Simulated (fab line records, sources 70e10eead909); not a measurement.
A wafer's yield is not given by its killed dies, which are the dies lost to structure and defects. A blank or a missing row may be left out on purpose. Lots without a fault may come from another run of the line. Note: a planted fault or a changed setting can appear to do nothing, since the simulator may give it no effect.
A lot that was struck, set against a sound lot / flow nand-harc / 40 out of 1302 route steps
Sound: the wafers L398.1, L398.3, L398.5. Struck: wafer L413.3 (L413.1, L413.6, from the same lot, were not struck and are left out); the cause is given at the end.
Per side, at each step with rows, come the tool, then ch with its chambers, and then its first start. Under that, the readings that differ: sound wafers / struck wafers / difference of the means / sigmas: that difference in standard deviations of wafers without a fault.
alike: readings whose means differ by less than 2 such deviations, and words and numbers that are the same on both sides. not compared: withheld readings, readings that some wafer has no value for, bounds like >300 that may hide the same value, and numbers for which the record gives no deviation and whose values overlap.
A row with sigmas, a row that says differs or no value, or rows on one side alone: a step with any of these is where the two part. Numbers that don't overlap but have no deviation are shown without sigmas and don't part them. Lack of a reading on every wafer of one side parts them only where that side has two or more wafers.

first, 5 steps without rows for these wafers: NHARC_A_STAIRCASE_SRD_154; NHARC_A_STAIRCASE_ETCH_403 (etches SiO2 in dHF, target depth 108.2 nm); NHARC_A_STAIRCASE_ETCHBACK_422 (etches the open film in CH3F/O2, target depth 40 nm, time 74.286 s); NHARC_A_STAIRCASE_ETCH_423 (etches SiO2 in dHF, target depth 30 nm); NHARC_A_STAIRCASE_ETCHBACK_157 (etches the open film in CH3F/O2, target depth 90 nm, time 167.14 s).
NHARC_A_STAIRCASE_STRIP_475: strips in O2, time 20 s.
  sound on rie-diel-01 ch 0,1,3; struck on rie-diel-08 ch 3
  alike: drypump-motor-current-A, oes-product-au, rf-vpp-V, showerhead-plenum-p-Torr, throttle-valve-pct
  not compared: rf-hours-counter-h
then, 3 steps without rows for these wafers: NHARC_A_STAIRCASE_DEP_471 (deposits SiO2, target thk 100 nm); NHARC_A_STAIRCASE_CMP_472 (polishes SiO2); NHARC_A_STAIRCASE_SRD_474.
NHARC_A_STAIRCASE_INSPECT_155:
  struck on defect-inspect-02, day 26 08:02; sound on defect-inspect-01, day 19 20:22
  alike: raw-defect-count
NHARC_A_SGD_CUT_DEP_00: deposits SiNx, target thk 50 nm.
  sound on pecvd-01 ch 1,2, day 19 20:28; struck on pecvd-03 ch 0, day 26 08:08
  alike: heater-power-w, susceptor-temp-C
then, 10 steps without rows for these wafers: NHARC_A_SGD_CUT_DEHYDRATE_01 (time 120 s); NHARC_A_SGD_CUT_HMDS_02 (time 30 s); NHARC_A_SGD_CUT_COAT_56 (time 75 s); NHARC_A_SGD_CUT_COAT_57 (time 65 s); NHARC_A_SGD_CUT_COAT_03 (resist thk 90 nm); NHARC_A_SGD_CUT_SOFTBAKE_04 (time 55 s); NHARC_A_SGD_CUT_EBR_05; NHARC_A_SGD_CUT_EXPOSE_06 (exposes mask SGD); NHARC_A_SGD_CUT_PEB_07 (peb time 65 s); NHARC_A_SGD_CUT_DEVELOP_08 (develop time 35 s).
NHARC_A_SGD_CUT_CD_MEAS_09 targets a cd of 100 nm.
  sound on cd-sem-02 ch 0, day 19 21:02; struck on cd-sem-01 ch 0, day 26 08:49
  alike: cd-nm
NHARC_A_SGD_CUT_OVL_MEAS_10:
  struck on overlay-02, day 26 08:55; sound on overlay-02, day 19 21:07
reading=overlay-x-nm (nm); sound=-1.3 -0.9 -1.2; struck=0.5; difference=+1.6; sigmas=+2
  alike: overlay-y-nm
NHARC_A_SGD_CUT_INSPECT_11:
  struck on defect-inspect-02, day 26 08:57; sound on defect-inspect-01, day 19 21:10
reading=raw-defect-count; sound=100 118 112; struck=53; difference=-57; sigmas=-2
NHARC_A_SGD_CUT_DESCUM_14: chemistry O2, time 3 s.
  sound on rie-diel-09 ch 1,3, day 19 21:14; struck on rie-diel-11 ch 2, day 26 09:01
reading=drypump-motor-current-A (A); sound=5.9 6.3 5.9; struck=4.8; difference=-1.2; sigmas=-3
reading=rf-vpp-V (V); sound=57.6 57.5 58.5; struck=56.0; difference=-1.9; sigmas=-2
  alike: oes-product-au, showerhead-plenum-p-Torr, throttle-valve-pct
  not compared: rf-hours-counter-h
then, 2 steps without rows for these wafers: NHARC_A_SGD_CUT_ETCH_58 (etches the open film in CF4, target depth 39 nm, time 65 s); NHARC_A_SGD_CUT_ETCH_59 (etches the open film in N2/H2, target depth 260 nm, time 406.25 s).
NHARC_A_SGD_CUT_ETCH_15: etches the open film in CH3F/O2, target depth 75 nm, time 64.3 s.
  sound on rie-diel-09 ch 0,2,3; struck on rie-diel-11 ch 3
  alike: ch3f-flow-sccm, drypump-motor-current-A, oes-product-au, rf-vpp-V, showerhead-plenum-p-Torr, throttle-valve-pct
  not compared: rf-hours-counter-h
then, 7 steps without rows for these wafers: NHARC_A_SGD_CUT_ETCH_16 (etches the open film in C4F8/O2/Ar, target depth 310.5 nm, time 155.2 s); NHARC_A_SGD_CUT_STRIP_60 (strips in C4F8/O2/Ar); NHARC_A_SGD_CUT_STRIP_17 (strips in O2); NHARC_A_SGD_CUT_PRECLEAN_18 (cleans in SC1); NHARC_A_SGD_CUT_SRD_19; NHARC_A_SGD_CUT_DEP_20 (deposits SiO2, target thk 150 nm); NHARC_A_SGD_CUT_ANNEAL_27 (time 1800 s).
NHARC_A_SGD_CUT_CMP_21: polishes, target thk 148.19 nm.
  sound on cmp-01 ch 0,1, day 20 00:48; struck on cmp-04 ch 0, day 26 14:57
  alike: motor-current-A, time-to-endpoint-s
then, 2 steps without rows for these wafers: NHARC_A_SGD_CUT_SRD_23; NHARC_A_SGD_CUT_ETCH_26 (etches SiO2 in dHF, target depth 45.8 nm).
NHARC_A_SGD_CUT_ETCHBACK_24: etches the open film in CH3F/O2, target depth 50 nm, time 92.857 s.
  sound on rie-diel-13 ch 0,2, day 20 01:17; struck on rie-diel-09 ch 3, day 26 15:25
reading=showerhead-plenum-p-Torr (Torr); sound=2.38 2.29 2.38; struck=2.64; difference=+0.29; sigmas=+3
  alike: ch3f-flow-sccm, drypump-motor-current-A, oes-product-au, rf-vpp-V, throttle-valve-pct
  not compared: rf-hours-counter-h
-- record jumps: 5 days between struck wafers' starts before vs after; left off in module A_SGD_CUT, resumes in module END, first step shown is number 1302 of the route --
NHARC_END_SORT_01:
  only the struck wafers appear in the record here, on prober-01 ch 0 at day 31 13:40; the sound ones have no rows

## WHERE THEY PART
First at NHARC_A_SGD_CUT_OVL_MEAS_10; last, within this record, at NHARC_END_SORT_01.

WHY: the cause the simulator had injected
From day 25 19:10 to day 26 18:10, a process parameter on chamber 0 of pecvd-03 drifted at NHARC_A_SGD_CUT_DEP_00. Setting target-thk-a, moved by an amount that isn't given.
